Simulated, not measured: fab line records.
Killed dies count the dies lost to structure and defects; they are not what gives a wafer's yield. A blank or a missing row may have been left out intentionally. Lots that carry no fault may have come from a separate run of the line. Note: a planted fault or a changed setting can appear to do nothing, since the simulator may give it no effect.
The tool behind it: which one? | flow n5_finfet | Sampling: 10 lots, 30 wafers, 5 of 1938 route steps

## WHAT THE GAUGES READ, wafer by wafer
N5_BEOL_M4_RC_MEAS_101.
lot  | measured     | on        | DIBL_N (mV/V)  | DIBL_P (mV/V)  | IOFF_N (nA/um) | IOFF_P (nA/um) | ION_N (uA/um) | ION_P (uA/um) | SS_N (mV/dec)  | SS_P (mV/dec)  | VT_N (mV)   | VT_P (mV)
L467 | day 8 14:51  | prober-02 | 37.3 33.8 35.5 | 37.5 33.5 36.1 | 0.18 0.12 0.15 | 0.23 0.17 0.21 | 680 677 683   | 470 471 476   | 71.2 70.7 72.1 | 72.8 71.7 72.8 | 247 255 250 | -250 -253 -250
L469 | day 9 06:10  | prober-02 | 33.1 34.9 33.9 | 32.8 33.6 33.6 | 0.11 0.12 0.11 | 0.17 0.18 0.18 | 665 656 668   | 462 455 461   | 70.6 70.5 70.7 | 72.3 71.4 71.8 | 255 253 255 | -253 -250 -251
L468 | day 9 10:17  | prober-01 | 37.3 36.6 37.0 | 38.4 36.7 37.8 | 0.18 0.17 0.17 | 0.24 0.22 0.24 | 680 688 676   | 466 459 465   | 72.3 71.7 72.3 | 72.8 72.8 73.0 | 247 250 249 | -251 -253 -248
L470 | day 9 15:35  | prober-02 | 37.4 35.1 32.3 | 38.4 34.8 33.3 | 0.18 0.14 0.11 | 0.24 0.18 0.16 | 660 658 657   | 460 445 457   | 72.2 71.9 70.5 | 73.5 72.8 72.1 | 251 254 255 | -247 -251 -254
L471 | day 10 07:46 | prober-02 | 34.4 36.1 36.9 | 34.8 37.7 38.2 | 0.11 0.14 0.15 | 0.16 0.21 0.20 | 662 653 662   | 448 460 450   | 70.0 70.6 71.1 | 72.8 73.9 73.8 | 253 253 251 | -257 -251 -253
L472 | day 10 07:21 | prober-01 | 34.9 35.6 33.3 | 35.2 36.8 33.1 | 0.15 0.16 0.12 | 0.22 0.23 0.19 | 679 675 690   | 467 467 479   | 71.0 71.6 70.1 | 73.7 74.1 72.8 | 249 249 254 | -250 -248 -249
L474 | day 10 15:11 | prober-02 | 37.2 37.7 35.5 | 37.8 39.0 36.4 | 0.19 0.19 0.16 | 0.25 0.27 0.23 | 685 675 683   | 472 466 475   | 72.0 72.6 71.1 | 72.9 73.8 73.1 | 246 246 249 | -244 -247 -248
L484 | day 13 10:11 | prober-02 | 36.2 37.3 37.5 | 35.1 36.3 37.0 | 0.14 0.16 0.16 | 0.17 0.18 0.20 | 662 677 673   | 447 458 458   | 71.2 72.1 71.5 | 73.8 73.9 74.2 | 253 249 247 | -251 -254 -253
L485 | day 13 10:06 | prober-01 | 33.2           | 33.6           | 0.12           | 0.16           | 669           | 452           | 71.2           | 72.4           | 252         | -256

## WHAT TOOL EACH LOT RAN ON (gives the tool, then ch and the chambers of the sampled wafers, and finally the start)
lot  | N5_BEOL_M2_ANNEAL_93         | N5_BEOL_M3_ILD_DEP_00           | N5_BEOL_M3_EXPOSE_08              | N5_BEOL_M3_DESCUM_16
L467 | pvd_sputter-02, day 7 19:28  | pecvd-04 ch 0,2, day 7 21:01    | euv_scanner-01 ch 0, day 7 23:13  | rie_diel-05 ch 1,2,3, day 7 23:28
L469 | pvd_sputter-01, day 8 08:13  | pecvd-01 ch 0,2, day 8 09:41    | euv_scanner-01 ch 0, day 8 10:45  | rie_diel-02 ch 0,1,2, day 8 11:00
L468 | pvd_sputter-02, day 8 10:20  | pecvd-04 ch 0,1, day 8 12:07    | euv_scanner-02 ch 0, day 8 13:31  | rie_diel-05 ch 1,2, day 8 13:46
L470 | pvd_sputter-01, day 8 17:55  | pecvd-04 ch 1,2, day 8 19:28    | euv_scanner-01 ch 0, day 8 21:31  | rie_diel-02 ch 0,1, day 8 21:46
L471 | pvd_sputter-02, day 9 08:26  | pecvd-04 ch 0,1,2, day 9 09:55  | euv_scanner-01 ch 0, day 9 10:56  | rie_diel-05 ch 0,1,2, day 9 11:11
L472 | pvd_sputter-03, day 9 08:44  | pecvd-02 ch 1,2, day 9 10:16    | euv_scanner-02 ch 0, day 9 11:52  | rie_diel-02 ch 0,2,3, day 9 12:07
L474 | pvd_sputter-03, day 9 22:47  | pecvd-02 ch 0,1, day 10 00:16   | euv_scanner-02 ch 0, day 10 01:28 | rie_diel-04 ch 0,2,3, day 10 01:43
L483 | pvd_sputter-02, day 11 21:56 | pecvd-01 ch 1,2, day 11 23:25   | euv_scanner-02 ch 0, day 12 01:03 | rie_diel-05 ch 1,2, day 12 01:49
L484 | pvd_sputter-03, day 12 08:18 | pecvd-04 ch 1,2, day 12 09:49   | euv_scanner-01 ch 0, day 12 10:35 | rie_diel-02 ch 0,1,2, day 12 10:58
L485 | pvd_sputter-03, day 12 11:52 | pecvd-04 ch 0,1,2, day 12 13:20 | euv_scanner-02 ch 0, day 12 14:15 | rie_diel-05 ch 0,2,3, day 12 15:18
- N5_BEOL_M2_ANNEAL_93: time 240 s.
- N5_BEOL_M3_ILD_DEP_00: deposits SiOC from DEMS/O2, target thk 79 nm, time 15.3 s.
- N5_BEOL_M3_EXPOSE_08: exposes mask M3.
- N5_BEOL_M3_DESCUM_16: chemistry O2, time 7 s.

## WHAT THE TOOLS THEMSELVES READ (means of the sampled wafers that have a number; where no wafer has one, the mark that the record gives instead)
N5_BEOL_M2_ANNEAL_93.
lot  | tool           | heater_power_w (W) | susceptor_temp_C_max
L467 | pvd_sputter-02 | 952                | 400.5
L469 | pvd_sputter-01 | 713                | 400.9
L468 | pvd_sputter-02 | 960                | 400.6
L470 | pvd_sputter-01 | 833                | 400.8
L471 | pvd_sputter-02 | 950                | 400.6
L472 | pvd_sputter-03 | 871                | 400.6
L474 | pvd_sputter-03 | 849                | 401.2
L483 | pvd_sputter-02 | 874                | 400.7
L484 | pvd_sputter-03 | 861                | 400.9
L485 | pvd_sputter-03 | 824                | 401.2

N5_BEOL_M3_ILD_DEP_00.
lot  | tool     | heater_power_w (W) | showerhead_plenum_p_Torr (Torr) | throttle_valve_pct (%)
L467 | pecvd-04 | 426                | 5.688                           | 12.1
L469 | pecvd-01 | 483                | 5.690                           | 12.6
L468 | pecvd-04 | 474                | 5.685                           | 12.0
L470 | pecvd-04 | 405                | 5.686                           | 12.6
L471 | pecvd-04 | 460                | 5.675                           | 12.3
L472 | pecvd-02 | 412                | 5.686                           | 11.0
L474 | pecvd-02 | 479                | 5.696                           | 12.1
L483 | pecvd-01 | 478                | 5.701                           | 12.8
L484 | pecvd-04 | 453                | 5.688                           | 11.2
L485 | pecvd-04 | 441                | 5.693                           | 11.7

N5_BEOL_M3_EXPOSE_08.
lot  | tool           | exposure_dose_mJ_cm2 | focus_offset_nm (nm)
L467 | euv_scanner-01 | 32.88                | 0.1
L469 | euv_scanner-01 | 32.97                | 0.4
L468 | euv_scanner-02 | 32.93                | -0.4
L470 | euv_scanner-01 | 32.94                | -0.3
L471 | euv_scanner-01 | 32.98                | -0.8
L472 | euv_scanner-02 | 32.94                | -0.1
L474 | euv_scanner-02 | 32.98                | 0.6
L483 | euv_scanner-02 | 33.18                | 0.1
L484 | euv_scanner-01 | 32.94                | -0.0
L485 | euv_scanner-02 | 33.30                | -0.1

N5_BEOL_M3_DESCUM_16.
lot  | tool        | drypump_motor_current_A (A) | oes_product_au (a.u.) | rf_vpp_V (V) | showerhead_plenum_p_Torr (Torr) | throttle_valve_pct (%)
L467 | rie_diel-05 | 5.9                         | 0.73                  | 243.2        | 2.13                            | 20.41
L469 | rie_diel-02 | 6.1                         | 0.74                  | 242.5        | 2.10                            | 20.67
L468 | rie_diel-05 | 6.0                         | 0.70                  | 244.2        | 2.17                            | 20.40
L470 | rie_diel-02 | 5.9                         | 0.76                  | 241.2        | 2.04                            | 20.76
L471 | rie_diel-05 | 5.9                         | 0.74                  | 244.7        | 2.15                            | 20.45
L472 | rie_diel-02 | 6.0                         | 0.72                  | 243.4        | 2.10                            | 20.48
L474 | rie_diel-04 | 5.6                         | 0.81                  | 242.2        | 2.04                            | 20.34
L483 | rie_diel-05 | 6.0                         | 0.67                  | 243.6        | 2.16                            | 20.45
L484 | rie_diel-02 | 6.0                         | 0.72                  | 242.9        | 2.09                            | 20.72
L485 | rie_diel-05 | 5.8                         | 0.75                  | 243.6        | 2.10                            | 20.49

## THE ANSWER, worked out from the rows above alone
Rule: what is usual is taken from the lots themselves. Put in order of their means at a reading, lots are off if they are a third of the lots or fewer, leave a main group of 4 or more, and stand apart from it by a gap of 3 or more times the standard deviation of the main group's means; of several such gaps the widest counts. If all means in a main group match to the digits the tables above print for the reading, that group is not used. A lot without any number at a reading at which 4 lots or more have one is off too. Any other lot the step has rows for is counted as sound. First the gauges in route order, then the tools' own readings, where a lot's mean is used as printed above. At the first step where some lot is off, the reading lying furthest off is the one used; lots without a number count as furthest.
Off: L483, L485 (N5_BEOL_M3_EXPOSE_08, exposure_dose_mJ_cm2). The main group: mean 32.95, standard deviation 0.031.
A tool fits if, at that step or a process step before it, it ran every lot that is off, and no sound lot after the first of them. One fits: N5_BEOL_M3_EXPOSE_08 on euv_scanner-02. Its last sound lot is L474 (day 10 01:28), its first lot that is off L483 (day 12 01:03): a fault that began between those two fits.
On the lots that are off, the tool's own readings at N5_BEOL_M3_EXPOSE_08 differ by more than 5 times the standard deviation of the sound lots' means, which bears it out; exposure_dose_mJ_cm2 reads 33.24 there versus 32.95 on the sound lots.

## WHAT HAD BEEN PUT IN BY THE SIMULATOR
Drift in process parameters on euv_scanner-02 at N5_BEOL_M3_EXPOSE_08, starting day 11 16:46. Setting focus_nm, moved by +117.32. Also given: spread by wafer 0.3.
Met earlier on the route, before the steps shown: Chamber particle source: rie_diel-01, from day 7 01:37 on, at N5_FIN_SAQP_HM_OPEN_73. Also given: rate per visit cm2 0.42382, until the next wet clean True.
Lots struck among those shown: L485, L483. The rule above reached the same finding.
